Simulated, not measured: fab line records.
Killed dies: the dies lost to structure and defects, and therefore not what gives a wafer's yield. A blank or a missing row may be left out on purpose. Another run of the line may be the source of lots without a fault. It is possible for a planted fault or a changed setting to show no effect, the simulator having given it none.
Split-lot experiment || flow n5_finfet || 39 wafers read from 7 lots, route of 1938 steps

ON THE SPLIT
At N5_DUMMY_GATE_ETCH_42 (etches SiO2 in CHF3/O2, target depth 3.5 nm, time 31 s), the setting bias_w was moved away from the recipe's 12 W on 18 of the 39 wafers read, by -15.8% to +9.4%. All remaining wafers had this setting at the recipe value.

The split's own step is where the reading is taken.

THE READING
rf_vpp_V, in V, at N5_DUMMY_GATE_ETCH_42 (etches SiO2 in CHF3/O2, target depth 3.5 nm, time 31 s). Typical for fault-free wafers on this fab line: 42.8 V, with standard deviation 0.91 V.

{"wafer": "L074.2", "tool, chamber at the split": "rie_diel-02, 0", "bias_w as run, W": 12, "against the recipe": "recipe", "rf_vpp_V, V": 43.3, "against lot-mates on the recipe": "-"}
{"wafer": "L074.4", "tool, chamber at the split": "rie_diel-02, 3", "bias_w as run, W": 12, "against the recipe": "recipe", "rf_vpp_V, V": 43.6, "against lot-mates on the recipe": "-"}
{"wafer": "L074.6", "tool, chamber at the split": "rie_diel-02, 1", "bias_w as run, W": 12, "against the recipe": "recipe", "rf_vpp_V, V": 41.6, "against lot-mates on the recipe": "-"}
{"wafer": "L079.1", "tool, chamber at the split": "rie_diel-01, 1", "bias_w as run, W": 10.48, "against the recipe": "-12.7%", "rf_vpp_V, V": 37.8, "against lot-mates on the recipe": -6.1}
{"wafer": "L079.2", "tool, chamber at the split": "rie_diel-01, 2", "bias_w as run, W": 12, "against the recipe": "recipe", "rf_vpp_V, V": 42.4, "against lot-mates on the recipe": "-"}
{"wafer": "L079.3", "tool, chamber at the split": "rie_diel-01, 0", "bias_w as run, W": 12, "against the recipe": "recipe", "rf_vpp_V, V": 43.8, "against lot-mates on the recipe": "-"}
{"wafer": "L079.4", "tool, chamber at the split": "rie_diel-01, 3", "bias_w as run, W": 10.48, "against the recipe": "-12.7%", "rf_vpp_V, V": 39.0, "against lot-mates on the recipe": -4.9}
{"wafer": "L079.5", "tool, chamber at the split": "rie_diel-01, 3", "bias_w as run, W": 10.48, "against the recipe": "-12.7%", "rf_vpp_V, V": 38.3, "against lot-mates on the recipe": -5.6}
{"wafer": "L079.6", "tool, chamber at the split": "rie_diel-01, 0", "bias_w as run, W": 12, "against the recipe": "recipe", "rf_vpp_V, V": 45.5, "against lot-mates on the recipe": "-"}
{"wafer": "L080.1", "tool, chamber at the split": "rie_diel-01, 1", "bias_w as run, W": 12, "against the recipe": "recipe", "rf_vpp_V, V": 42.4, "against lot-mates on the recipe": "-"}
{"wafer": "L080.2", "tool, chamber at the split": "rie_diel-01, 0", "bias_w as run, W": 12, "against the recipe": "recipe", "rf_vpp_V, V": 43.1, "against lot-mates on the recipe": "-"}
{"wafer": "L080.3", "tool, chamber at the split": "rie_diel-01, 3", "bias_w as run, W": 10.1, "against the recipe": "-15.8%", "rf_vpp_V, V": 37.2, "against lot-mates on the recipe": -5.1}
{"wafer": "L080.4", "tool, chamber at the split": "rie_diel-01, 2", "bias_w as run, W": 10.1, "against the recipe": "-15.8%", "rf_vpp_V, V": 39.5, "against lot-mates on the recipe": -2.8}
{"wafer": "L080.5", "tool, chamber at the split": "rie_diel-01, 1", "bias_w as run, W": 10.1, "against the recipe": "-15.8%", "rf_vpp_V, V": 38.7, "against lot-mates on the recipe": -3.6}
{"wafer": "L080.6", "tool, chamber at the split": "rie_diel-01, 2", "bias_w as run, W": 12, "against the recipe": "recipe", "rf_vpp_V, V": 41.4, "against lot-mates on the recipe": "-"}
{"wafer": "L082.1", "tool, chamber at the split": "rie_diel-02, 2", "bias_w as run, W": 12, "against the recipe": "recipe", "rf_vpp_V, V": 45.7, "against lot-mates on the recipe": "-"}
{"wafer": "L082.2", "tool, chamber at the split": "rie_diel-02, 1", "bias_w as run, W": 10.95, "against the recipe": "-8.8%", "rf_vpp_V, V": 38.5, "against lot-mates on the recipe": -5.9}
{"wafer": "L082.3", "tool, chamber at the split": "rie_diel-02, 3", "bias_w as run, W": 10.95, "against the recipe": "-8.8%", "rf_vpp_V, V": 40.5, "against lot-mates on the recipe": -3.9}
{"wafer": "L082.4", "tool, chamber at the split": "rie_diel-02, 0", "bias_w as run, W": 12, "against the recipe": "recipe", "rf_vpp_V, V": 43.9, "against lot-mates on the recipe": "-"}
{"wafer": "L082.5", "tool, chamber at the split": "rie_diel-02, 1", "bias_w as run, W": 10.95, "against the recipe": "-8.8%", "rf_vpp_V, V": 40.2, "against lot-mates on the recipe": -4.2}
{"wafer": "L082.6", "tool, chamber at the split": "rie_diel-02, 2", "bias_w as run, W": 12, "against the recipe": "recipe", "rf_vpp_V, V": 43.7, "against lot-mates on the recipe": "-"}
{"wafer": "L088.1", "tool, chamber at the split": "rie_diel-02, 2", "bias_w as run, W": 10.59, "against the recipe": "-11.8%", "rf_vpp_V, V": 39.9, "against lot-mates on the recipe": -3.1}
{"wafer": "L088.2", "tool, chamber at the split": "rie_diel-02, 0", "bias_w as run, W": 10.59, "against the recipe": "-11.8%", "rf_vpp_V, V": 40.1, "against lot-mates on the recipe": -2.9}
{"wafer": "L088.3", "tool, chamber at the split": "rie_diel-02, 1", "bias_w as run, W": 12, "against the recipe": "recipe", "rf_vpp_V, V": 43.2, "against lot-mates on the recipe": "-"}
{"wafer": "L088.4", "tool, chamber at the split": "rie_diel-02, 3", "bias_w as run, W": 12, "against the recipe": "recipe", "rf_vpp_V, V": 42.9, "against lot-mates on the recipe": "-"}
{"wafer": "L088.5", "tool, chamber at the split": "rie_diel-02, 0", "bias_w as run, W": 12, "against the recipe": "recipe", "rf_vpp_V, V": 42.8, "against lot-mates on the recipe": "-"}
{"wafer": "L088.6", "tool, chamber at the split": "rie_diel-02, 1", "bias_w as run, W": 10.59, "against the recipe": "-11.8%", "rf_vpp_V, V": 38.7, "against lot-mates on the recipe": -4.3}
{"wafer": "L095.1", "tool, chamber at the split": "rie_diel-02, 2", "bias_w as run, W": 12, "against the recipe": "recipe", "rf_vpp_V, V": 42.1, "against lot-mates on the recipe": "-"}
{"wafer": "L095.2", "tool, chamber at the split": "rie_diel-02, 0", "bias_w as run, W": 12, "against the recipe": "recipe", "rf_vpp_V, V": 42.2, "against lot-mates on the recipe": "-"}
{"wafer": "L095.3", "tool, chamber at the split": "rie_diel-02, 1", "bias_w as run, W": 11.1, "against the recipe": "-7.5%", "rf_vpp_V, V": 40.7, "against lot-mates on the recipe": -1.5}
{"wafer": "L095.4", "tool, chamber at the split": "rie_diel-02, 0", "bias_w as run, W": 11.1, "against the recipe": "-7.5%", "rf_vpp_V, V": 41.6, "against lot-mates on the recipe": -0.6}
{"wafer": "L095.5", "tool, chamber at the split": "rie_diel-02, 2", "bias_w as run, W": 12, "against the recipe": "recipe", "rf_vpp_V, V": 42.3, "against lot-mates on the recipe": "-"}
{"wafer": "L095.6", "tool, chamber at the split": "rie_diel-02, 1", "bias_w as run, W": 11.1, "against the recipe": "-7.5%", "rf_vpp_V, V": 40.4, "against lot-mates on the recipe": -1.8}
{"wafer": "L096.1", "tool, chamber at the split": "rie_diel-04, 0", "bias_w as run, W": 13.13, "against the recipe": "+9.4%", "rf_vpp_V, V": 46.4, "against lot-mates on the recipe": "+4.5"}
{"wafer": "L096.2", "tool, chamber at the split": "rie_diel-04, 2", "bias_w as run, W": 12, "against the recipe": "recipe", "rf_vpp_V, V": 41.5, "against lot-mates on the recipe": "-"}
{"wafer": "L096.3", "tool, chamber at the split": "rie_diel-04, 3", "bias_w as run, W": 13.13, "against the recipe": "+9.4%", "rf_vpp_V, V": 44.8, "against lot-mates on the recipe": "+2.9"}
{"wafer": "L096.4", "tool, chamber at the split": "rie_diel-04, 1", "bias_w as run, W": 12, "against the recipe": "recipe", "rf_vpp_V, V": 40.8, "against lot-mates on the recipe": "-"}
{"wafer": "L096.5", "tool, chamber at the split": "rie_diel-04, 3", "bias_w as run, W": 12, "against the recipe": "recipe", "rf_vpp_V, V": 43.4, "against lot-mates on the recipe": "-"}
{"wafer": "L096.6", "tool, chamber at the split": "rie_diel-04, 2", "bias_w as run, W": 13.13, "against the recipe": "+9.4%", "rf_vpp_V, V": 46.1, "against lot-mates on the recipe": "+4.2"}

FIT RESULTS
A straight line over all 39 wafers: rf_vpp_V changes by +0.307 V for each +1% of bias_w; r = +0.89; the points scatter about the line by 1.1 V.
The same after taking each lot's own level away (the mean of its wafers on the recipe; 39 wafers): +0.34 V for each +1%; r = +0.90; scatter 1.2 V.
Per that fit: largest bias_w move, reading shift of 5.4 V.
Across the lots, their own levels run from 41.90 to 44.43 V, a range of 2.8 times the standard deviation given above.
Consequently the slope shifts little with the lot-to-lot level, the two slopes agreeing.
Check: for one of the wafers moved furthest among these (-15.8%), held out of the fit, the line's prediction against its lot-mates is -5.32 V. It came out at -5.1 V against them.
Tool readings at the split's step, against how far the setting was moved: rf_vpp_V r = +0.89.

ADDITIONAL SPLITS CARRIED BY THESE WAFERS
Before the reading, these wafers also passed through other splits. Each is held against what the fit with the lots' levels taken away leaves over:
{"other split on the same wafers": "N5_DUMMY_GATE_EXPOSE_12 dose_mj", "wafers away from the commonest value": 15, "r with rf_vpp_V (lot level and that fit taken away)": -0.39}

FILE'S OWN FIT
rf_vpp_V changes by +0.333 V for each +1% of bias_w, r = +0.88.
